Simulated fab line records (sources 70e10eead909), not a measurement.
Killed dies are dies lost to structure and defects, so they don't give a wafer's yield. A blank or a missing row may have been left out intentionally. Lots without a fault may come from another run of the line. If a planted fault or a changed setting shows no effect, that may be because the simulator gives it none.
Tool commonality check ; flow nand harc ; Sample size 12 lots and 36 wafers

== REASON IT WAS OPENED ==
On 2 of the 12 lots, a flag is raised at NHARC_END_SORT_01 on the reading killed at periphery. Fault-free wafers read 4, with a standard deviation of 3.2.
Rule: flag the lot when none of its wafers has a number, or when each of its wafers that has one lies beyond 4 standard deviations from that mean. The other lots count as sound.

lot;measured;on;killed at periphery, wafer by wafer;flag
L113;day 20 00:25;prober-01;12 10 14;
L111;day 20 05:43;prober-02;4 4 3;
L110;day 20 08:11;prober-01;6 4 6;
L112;day 20 12:40;prober-02;0 2 3;
L115;day 21 10:20;prober-01;6 9 5;
L119;day 21 10:22;prober-02;2 0 1;
L118;day 21 18:13;prober-02;5 3 6;
L127;day 23 17:20;prober-01;631 649 638;FLAGGED
L128;day 24 14:10;prober-01;658 657 651;FLAGGED
L132;day 24 23:53;prober-01;1 1 2;
L133;day 25 05:44;prober-02;1 1 1;
L131;day 25 06:47;prober-01;4 0 4;
On average the flagged lots read 647, which is +643 against the usual, or +99 or more standard deviations.

== EACH LOT AND THE TOOL IT RAN ON ==
Before the reading, the record contains 4 process steps out of a 1159-step route. Cell contents, in order: the tool; ch with the chambers the sampled wafers went through; the start.
lot;flag;NHARC_P_BONDPAD_DEP_00;NHARC_P_BONDPAD_ETCH_24;NHARC_P_BONDPAD_PVD_17;NHARC_P_BONDPAD_PVD_27
L113;;pecvd-03 ch 0,1,2, day 7 03:54 or earlier;rie diel-12 ch 1,2,3, day 7 03:54;pvd sputter-02, day 20 00:25 or earlier;pvd sputter-02, day 20 00:25 or earlier
L111;;pecvd-04 ch 1,2, day 6 18:38;rie diel-05 ch 2,3, day 6 20:46;pvd sputter-02, day 20 05:43 or earlier;pvd sputter-02, day 20 05:43 or earlier
L110;;pecvd-02 ch 1,2, day 6 21:14 or earlier;rie diel-12 ch 2,3, day 6 21:14;pvd sputter-01, day 20 08:11 or earlier;pvd sputter-01, day 20 08:11 or earlier
L112;;pecvd-02 ch 0,1, day 6 19:41;rie diel-12 ch 1,2,3, day 6 21:47;pvd sputter-01, day 20 12:40 or earlier;pvd sputter-01, day 20 12:40 or earlier
L115;;pecvd-03 ch 1,2, day 7 21:46 or earlier;rie diel-01 ch 0,1,3, day 7 21:46;pvd sputter-03, day 21 10:20 or earlier;pvd sputter-03, day 21 10:20 or earlier
L119;;pecvd-02 ch 0,1,2, day 8 19:46;rie diel-05 ch 1,2, day 8 21:44;pvd sputter-01, day 21 10:22 or earlier;pvd sputter-01, day 21 10:22 or earlier
L118;;pecvd-02 ch 0,1, day 8 07:38;rie diel-05 ch 0,1, day 8 09:55;pvd sputter-02, day 21 18:13 or earlier;pvd sputter-02, day 21 18:13 or earlier
L127;FLAGGED;pecvd-04 ch 0,2, day 10 17:29;rie diel-12 ch 0,1,3, day 10 19:28;pvd sputter-01, day 23 17:20 or earlier;pvd sputter-01, day 23 17:20 or earlier
L128;FLAGGED;pecvd-03 ch 0,2, day 11 02:50 or earlier;rie diel-12 ch 0,2,3, day 11 02:50;pvd sputter-03, day 24 14:10 or earlier;pvd sputter-03, day 24 14:10 or earlier
L132;;pecvd-04 ch 0,2, day 11 23:52;rie diel-12 ch 0,1, day 12 01:52;pvd sputter-03, day 24 23:53 or earlier;pvd sputter-03, day 24 23:53 or earlier
L133;;pecvd-03 ch 0,2, day 11 18:59;rie diel-05 ch 1,2,3, day 11 21:09;pvd sputter-01, day 25 05:44 or earlier;pvd sputter-01, day 25 05:44 or earlier
L131;;pecvd-04 ch 0,1,2, day 11 15:47;rie diel-01 ch 0,1,2, day 11 17:43;pvd sputter-03, day 25 06:47 or earlier;pvd sputter-03, day 25 06:47 or earlier
What is done by these steps:
- NHARC_P_BONDPAD_DEP_00: deposits SiCN, target thk 250 nm.
- NHARC_P_BONDPAD_ETCH_24: etches the open film in CF4/N2, target depth 30 nm, time 72.99 s.
- NHARC_P_BONDPAD_PVD_17: deposits TaN, target thk 5 nm, time 8.06 s.
- NHARC_P_BONDPAD_PVD_27: deposits Cu, target thk 30 nm, time 20.49 s.
- NHARC_END_SORT_01

== FLAGGED AGAINST TOTAL, ONE TOOL AT A TIME (gauges that did the reading follow at the end) ==
step;tool;lots run;flagged;share of the flagged lots;sound lots run after its first flagged lot
NHARC_P_BONDPAD_DEP_00;pecvd-02;4;0;none;-
NHARC_P_BONDPAD_DEP_00;pecvd-03;4;1;some;1 (L133)
NHARC_P_BONDPAD_DEP_00;pecvd-04;4;1;some;2 (L131,L132)
NHARC_P_BONDPAD_ETCH_24;rie diel-01;2;0;none;-
NHARC_P_BONDPAD_ETCH_24;rie diel-05;4;0;none;-
NHARC_P_BONDPAD_ETCH_24;rie diel-12;6;2;all;1 (L132)
NHARC_P_BONDPAD_PVD_17;pvd sputter-01;5;1;some;1 (L133)
NHARC_P_BONDPAD_PVD_17;pvd sputter-02;3;0;none;-
NHARC_P_BONDPAD_PVD_17;pvd sputter-03;4;1;some;2 (L131,L132)
NHARC_P_BONDPAD_PVD_27;pvd sputter-01;5;1;some;1 (L133)
NHARC_P_BONDPAD_PVD_27;pvd sputter-02;3;0;none;-
NHARC_P_BONDPAD_PVD_27;pvd sputter-03;4;1;some;2 (L131,L132)
NHARC_END_SORT_01;prober-01;7;2;all;2 (L132,L131)
NHARC_END_SORT_01;prober-02;5;0;none;-
NHARC_P_BONDPAD_DEP_00: start missing for some lots; hours and lot order therefore follow NHARC_P_BONDPAD_ETCH_24. NHARC_P_BONDPAD_PVD_17: start missing for some lots; hours and lot order therefore follow NHARC_END_SORT_01. NHARC_P_BONDPAD_PVD_27: start missing for some lots; hours and lot order therefore follow NHARC_END_SORT_01.

== WHAT THE TABLE ALLOWS ==
rie diel-12 at NHARC_P_BONDPAD_ETCH_24 and prober-01 at NHARC_END_SORT_01 are the 2 rows of the table that ran each flagged lot.
- rie diel-12 at NHARC_P_BONDPAD_ETCH_24: 2 of its 6 lots flagged. Lots that were sound ran on it after the first flagged one (L132); a persistent fault on the entire tool would not allow that. On the flagged lots its readings are blank where sound lots have values: bias w, cf4 flow sccm, drypump motor current A, mfc ar sccm and 4 more.
- prober-01 at NHARC_END_SORT_01: 2 of its 7 lots flagged. Lots that were sound ran on it after the first flagged one (L132, L131); a persistent fault on the entire tool would not allow that.
Every row of the table either missed a flagged lot or ran a sound lot after the first.

== WHAT HAD BEEN PUT IN BY THE SIMULATOR ==
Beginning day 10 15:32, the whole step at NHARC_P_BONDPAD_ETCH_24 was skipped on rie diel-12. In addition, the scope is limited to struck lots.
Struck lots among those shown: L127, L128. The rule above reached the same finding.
